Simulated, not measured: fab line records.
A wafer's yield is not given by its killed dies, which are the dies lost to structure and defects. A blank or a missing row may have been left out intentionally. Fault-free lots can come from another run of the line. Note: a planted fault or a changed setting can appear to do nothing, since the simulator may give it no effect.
Chamber matching | flow n5Finfet | 4 sister chambers for N5_STI_FIN_REVEAL_ALD_00 on aldSin-04
The step deposits SiO2, target thk 1 nm, pulse time 1 s. 8 wafers are shown with their chamber, then 9 later ones without.

## WAFERS WITH THEIR CHAMBER
wafer  | chamber | heaterPowerW (W) | precursorPulseHeightRel
L083.4 | 0       | 415              | 1.013
L083.6 | 2       | 452              | 1.006
L085.3 | 1       | 507              | 0.993
L085.4 | 0       | 421              | 1.013
L085.5 | 3       | 370              | 1.052
L086.3 | 1       | 503              | 1.015
L086.5 | 2       | 453              | 0.992
L086.6 | 3       | 370              | 0.985

## WAFERS MISSING THEIR CHAMBER
wafer  | heaterPowerW (W) | precursorPulseHeightRel
L089.1 | 414              | 1.003
L089.3 | 461              | 0.981
L089.4 | 375              | 0.996
L092.2 | 461              | 1.014
L092.4 | 505              | 1.006
L092.5 | 368              | 0.995
L096.2 | 424              | 1.001
L096.3 | 508              | 0.996
L096.5 | 358              | 0.992

## THE CHAMBER EACH PASSED THROUGH
wafer  | from the rows above | in truth
L089.1 | 0                   | 0
L089.3 | 2                   | 2
L089.4 | 3                   | 3
L092.2 | 2                   | 2
L092.4 | 1                   | 1
L092.5 | 3                   | 3
L096.2 | 0                   | 0
L096.3 | 1                   | 1
L096.5 | 3                   | 3
Placed correctly: 9 of 9. From these rows, 0 cannot be placed. 0 placed wrongly.
How it was worked out, from the rows above alone: a wafer's distance from a chamber is the root of the sum, over the readings, of the square of ((its reading less the chamber's mean) divided by the reading's scatter). The wafer belongs to the nearest chamber; if the next one is less than 2 further off, it can't be placed. For every chamber, the mean is computed from those of its wafers that are shown. The scatter: the root of (the sum of the squares of (reading less its chamber's mean) over the shown wafers, divided by (wafers less chambers)).
